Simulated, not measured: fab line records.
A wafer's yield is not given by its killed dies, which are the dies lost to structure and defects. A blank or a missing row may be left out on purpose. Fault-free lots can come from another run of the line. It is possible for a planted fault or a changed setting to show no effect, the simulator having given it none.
Matching of chambers || flow n5 finfet || N5_BEOL_M6_ILD_DEP_00 on pecvd-04 has 3 sister chambers
The step deposits SiCOH lowk from DEMS/porogen, target thk 179.75 nm, time 33.4 s. 6 wafers are shown with their chamber, then 11 later ones without.

WAFERS WITH THEIR CHAMBER
{"wafer": "L079.1", "chamber": 2, "heater power w (W)": 307, "throttle valve pct (%)": 13.6}
{"wafer": "L090.4", "chamber": 2, "heater power w (W)": 303, "throttle valve pct (%)": 14.0}
{"wafer": "L090.6", "chamber": 1, "heater power w (W)": 295, "throttle valve pct (%)": 14.0}
{"wafer": "L091.3", "chamber": 1, "heater power w (W)": 277, "throttle valve pct (%)": 13.5}
{"wafer": "L091.6", "chamber": 0, "heater power w (W)": 216, "throttle valve pct (%)": 13.5}
{"wafer": "L089.3", "chamber": 0, "heater power w (W)": 280, "throttle valve pct (%)": 13.5}

WAFERS MISSING THEIR CHAMBER
{"wafer": "L089.5", "heater power w (W)": 279, "throttle valve pct (%)": 13.7}
{"wafer": "L089.6", "heater power w (W)": 304, "throttle valve pct (%)": 13.9}
{"wafer": "L094.1", "heater power w (W)": 327, "throttle valve pct (%)": 14.0}
{"wafer": "L094.2", "heater power w (W)": 251, "throttle valve pct (%)": 13.6}
{"wafer": "L094.4", "heater power w (W)": 323, "throttle valve pct (%)": 13.8}
{"wafer": "L093.1", "heater power w (W)": 307, "throttle valve pct (%)": 13.8}
{"wafer": "L093.2", "heater power w (W)": 334, "throttle valve pct (%)": 13.7}
{"wafer": "L093.4", "heater power w (W)": 318, "throttle valve pct (%)": 13.5}
{"wafer": "L097.1", "heater power w (W)": 246, "throttle valve pct (%)": 13.6}
{"wafer": "L097.4", "heater power w (W)": 326, "throttle valve pct (%)": 13.9}
{"wafer": "L097.5", "heater power w (W)": 247, "throttle valve pct (%)": 13.5}

WHICH CHAMBER EACH ONE RAN IN
{"wafer": "L089.5", "from the rows above": "can't be placed: 1 or 2 or 0", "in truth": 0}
{"wafer": "L089.6", "from the rows above": "can't be placed: 2 or 1", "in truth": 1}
{"wafer": "L094.1", "from the rows above": "can't be placed: 2 or 1", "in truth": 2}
{"wafer": "L094.2", "from the rows above": "can't be placed: 0 or 1 or 2", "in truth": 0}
{"wafer": "L094.4", "from the rows above": "can't be placed: 2 or 1", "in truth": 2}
{"wafer": "L093.1", "from the rows above": "can't be placed: 2 or 1", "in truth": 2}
{"wafer": "L093.2", "from the rows above": "can't be placed: 2 or 1", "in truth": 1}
{"wafer": "L093.4", "from the rows above": "can't be placed: 2 or 1 or 0", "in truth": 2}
{"wafer": "L097.1", "from the rows above": "can't be placed: 0 or 1 or 2", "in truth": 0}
{"wafer": "L097.4", "from the rows above": "can't be placed: 2 or 1", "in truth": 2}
{"wafer": "L097.5", "from the rows above": "can't be placed: 0 or 1", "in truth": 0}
0 of 11 placed correctly. Cannot be placed on the basis of these rows: 11; the candidates contain the true chamber in 11. Number placed wrongly: 0.
How it was worked out, from the rows above alone: a wafer's distance from a chamber is the root of the sum, over the readings, of the square of ((its reading less the chamber's mean) divided by the reading's scatter). If the next closest chamber is less than 2 further off than the closest, the wafer can't be placed; otherwise it belongs to the closest. A chamber's mean is the mean of its shown wafers. The scatter is the square root of a quotient: the sum, over the shown wafers, of each reading's squared deviation from its chamber's mean, divided by wafers minus chambers.
